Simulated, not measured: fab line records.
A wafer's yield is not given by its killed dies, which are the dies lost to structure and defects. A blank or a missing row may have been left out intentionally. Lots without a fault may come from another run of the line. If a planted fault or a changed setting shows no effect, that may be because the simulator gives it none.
The tool behind it: which one? ; flow n5-finfet ; 36 wafers from 12 lots sampled at 5 of the route's 1938 steps

== WHAT THE GAUGES READ, wafer by wafer ==
N5_STI_FIN_REVEAL_THK_MEAS_05.
lot;measured;on;thk-nm (nm)
L075;day 2 14:50;film-metro-02;133.1 132.8 132.2
L077;day 3 04:01;film-metro-01;130.2 129.4 130.9
L079;day 3 15:47;film-metro-02;134.9 132.3 133.8
L081;day 4 03:47;film-metro-02;131.4 131.6 131.0
L083;day 4 16:56;film-metro-01;131.3 130.3 131.0
L085;day 5 07:37;film-metro-02;133.2 133.2 133.1
L087;day 5 18:52;film-metro-02;135.2 134.5 133.3
L089;day 6 05:28;film-metro-01;133.1 132.0 132.0
L091;day 6 14:48;film-metro-02;132.6 132.3 131.6
L093;day 7 07:04;film-metro-02;132.7 132.7 132.7
L095;day 7 18:06;film-metro-01;131.9 131.4 130.3
L097;day 8 07:17;film-metro-02;132.9 131.4 133.8

== TOOL THAT RAN EACH LOT (tool first, then ch and the chambers of the sampled wafers, then the start) ==
lot;N5_FIN_SAQP_ETCH_65;N5_FIN_SAQP_STRIP_77;N5_FIN_CUT_PRECLEAN_35;N5_STI_FIN_REVEAL_ALD_00
L075;rie-si-06 ch 0,1,3, day 2 05:52;rie-diel-04 ch 1,2,3, day 2 07:23;vapor-etch-02 ch 0,1, day 2 08:56;ald-sin-03 ch 0,1,2, day 2 09:20
L077;rie-si-06 ch 2,3, day 2 18:32;rie-diel-03 ch 0,1,2, day 2 20:11;vapor-etch-01 ch 0, day 2 21:37;ald-sin-01 ch 0,1,2, day 2 22:01
L079;rie-si-06 ch 2,3, day 3 06:47;rie-diel-04 ch 2,3, day 3 08:24;vapor-etch-02 ch 1, day 3 09:56;ald-sin-01 ch 2,3, day 3 10:23
L081;rie-si-06 ch 0,2,3, day 3 18:26;rie-diel-04 ch 1,2,3, day 3 20:09;vapor-etch-01 ch 0,1, day 3 21:45;ald-sin-02 ch 0,1, day 3 22:25
L083;rie-si-05 ch 0,1, day 4 07:36;rie-diel-05 ch 1,2,3, day 4 09:13;vapor-etch-02 ch 0,1, day 4 10:40;ald-sin-01 ch 1,2,3, day 4 11:33
L085;rie-si-06 ch 0,1,3, day 4 21:06;rie-diel-04 ch 2,3, day 5 00:16;vapor-etch-02 ch 0,1, day 5 01:42;ald-sin-02 ch 2,3, day 5 02:14
L087;rie-si-05 ch 0,1,2, day 5 09:59;rie-diel-04 ch 0,2,3, day 5 11:32;vapor-etch-02 ch 0,1, day 5 13:05;ald-sin-02 ch 0,1,3, day 5 13:29
L089;rie-si-06 ch 0,1,3, day 5 20:43;rie-diel-03 ch 1,3, day 5 22:16;vapor-etch-02 ch 0,1, day 5 23:41;ald-sin-03 ch 0,2,3, day 6 00:05
L091;rie-si-01 ch 1,3, day 6 06:02;rie-diel-04 ch 0,1, day 6 07:35;vapor-etch-02 ch 0,1, day 6 09:01;ald-sin-02 ch 0,2,3, day 6 09:25
L093;rie-si-05 ch 2,3, day 6 20:25;rie-diel-03 ch 0,2, day 6 21:57;vapor-etch-01 ch 0, day 7 00:53;ald-sin-02 ch 0,1,3, day 7 01:41
L095;rie-si-05 ch 1,2, day 7 08:16;rie-diel-04 ch 1,3, day 7 10:47;vapor-etch-01 ch 0,1, day 7 12:16;ald-sin-03 ch 0,2,3, day 7 12:42
L097;rie-si-05 ch 0,1,2, day 7 21:51;rie-diel-03 ch 0,1,2, day 7 23:32;vapor-etch-02 ch 0,1, day 8 01:09;ald-sin-01 ch 1,2,3, day 8 01:55
- N5_FIN_SAQP_ETCH_65: etches SiO2 in CF4, target depth 4 nm, time 4.4 s.
- N5_FIN_SAQP_STRIP_77: strips in N2/H2, time 90 s.
- N5_FIN_CUT_PRECLEAN_35: cleans in vHF, time 13.3 s.
- N5_STI_FIN_REVEAL_ALD_00: deposits SiO2, target thk 1 nm, pulse time 1 s.

== THE ANSWER, worked out from the rows above alone ==
Rule: what is usual is taken from the lots themselves. The widest of any qualifying gaps counts: lots, ordered by their means at a reading, are off when they make up no more than a third of the lots, leave a main group of 4 or more, and stand apart from it by 3 or more times the standard deviation of that group's means. A main group whose means are all the same, to the digits that the tables above print for the reading, isn't used. Also off: a lot with no number at a reading for which 4 or more lots have one. All remaining lots with rows at the step are treated as sound.
Nothing can be told from this: no lot is off at any reading shown.

== WHAT HAD BEEN PUT IN BY THE SIMULATOR ==
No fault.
